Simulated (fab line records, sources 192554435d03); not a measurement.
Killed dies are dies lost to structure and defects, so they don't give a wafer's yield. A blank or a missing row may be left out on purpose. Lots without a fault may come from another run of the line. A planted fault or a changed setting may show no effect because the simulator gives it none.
Problem report in the 8D (eight disciplines) form, filled by code | flow n5_finfet | the parts of the form that need people (team, actions taken, sign-off) are left out

1. THE PROBLEM
cd_nm at N5_MIM_BOT_LITHO_CD_MEAS_08 reads a mean of 2981.5 nm on 9 wafers of 3 lots; wafers without a fault read 2999.2 nm with a standard deviation of 2.1. That is -8.4 standard deviations from the usual mean.
The step: target cd 3000 nm.
First seen on wafer L274.1, day 17 18:08, on cd_sem-01. The record holds 33 wafers of 11 lots with a number at this step. Rule for "out", or "out of limits": more than 4 standard deviations from the usual mean. The other wafers with a number count as sound.

2. WHAT IT IS AND WHAT IT IS NOT
question                    | is                     | is not
which readings at this step | cd_nm                  | -
which lots                  | L263, L273, L274       | L261, L262, L264, L267, L277, L280, L281, L284
which wafers of those lots  | all that have a number | -
read on which gauges        | cd_sem-01, cd_sem-02   | cd_sem-03
when                        | from day 17 18:08      | up to then (12 sound wafers); but 12 sound wafers of L277, L280, L281, L284 came after

3. SUSPECTS, AND WHAT RULES EACH OUT
Counting: a tool at a process step up to the reading stays a suspect if it ran every lot that is out and no sound lot after the first of them.
- the gauge at N5_MIM_BOT_LITHO_CD_MEAS_08: ruled out. The wafers that are out were read on 2 gauges (cd_sem-01, cd_sem-02).
- krf_scanner-02 at N5_MIM_BOT_LITHO_EXPOSE_05 (exposes mask MIM BOT): kept. It ran every lot that is out, first L274 (day 17 17:58), and no sound lot after that; its last sound lot up to then is L262 (day 12 19:10). Its own readings are out on those wafers: exposure_dose_mJ_cm2.
Left after counting: krf_scanner-02 at N5_MIM_BOT_LITHO_EXPOSE_05.

4. THE CAUSE (what the simulator had put in)
Process parameter drift: krf_scanner-02, from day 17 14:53 on, at N5_MIM_BOT_LITHO_EXPOSE_05. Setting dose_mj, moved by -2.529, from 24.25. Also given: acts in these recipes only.
Counting left only this tool.

5. THE CHAIN OF EFFECTS, in route order
Each row: a reading whose mean over the struck wafers that have a number lies more than 3 standard deviations from the usual. Only readings for which the record gives a usual standard deviation are gone through. hours: the time from each lot's start at the first step in this table that gives one to its start at this step, as a median over the lots. sigmas: the change in usual standard deviations.
hours | step                        | reading              | usual     | on struck wafers | change | sigmas
0     | N5_MIM_BOT_LITHO_EXPOSE_05  | exposure_dose_mJ_cm2 | 24.253    | 21.712           | -2.541 | -99 or more
0     | N5_MIM_BOT_LITHO_CD_MEAS_08 | cd_nm                | 2999.2 nm | 2981.5           | -17.7  | -8.4
The process steps in it:
- N5_MIM_BOT_LITHO_EXPOSE_05: exposes mask MIM BOT.

6. WHAT WOULD HAVE CAUGHT IT SOONER
In this record the first reading out of limits at a measuring or inspecting step was taken at day 17 18:08, 3 hours after the fault began at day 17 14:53.
The tool's own readings at N5_MIM_BOT_LITHO_EXPOSE_05 were out on every struck wafer that the step has a row for (exposure_dose_mJ_cm2): an alarm limit on them would have fired on the first of those.
Of the lots that are out (3), L273, L263 began N5_MIM_BOT_LITHO_EXPOSE_05 on krf_scanner-02 after day 17 18:08. A hold on the tool at that time would have spared those 2.
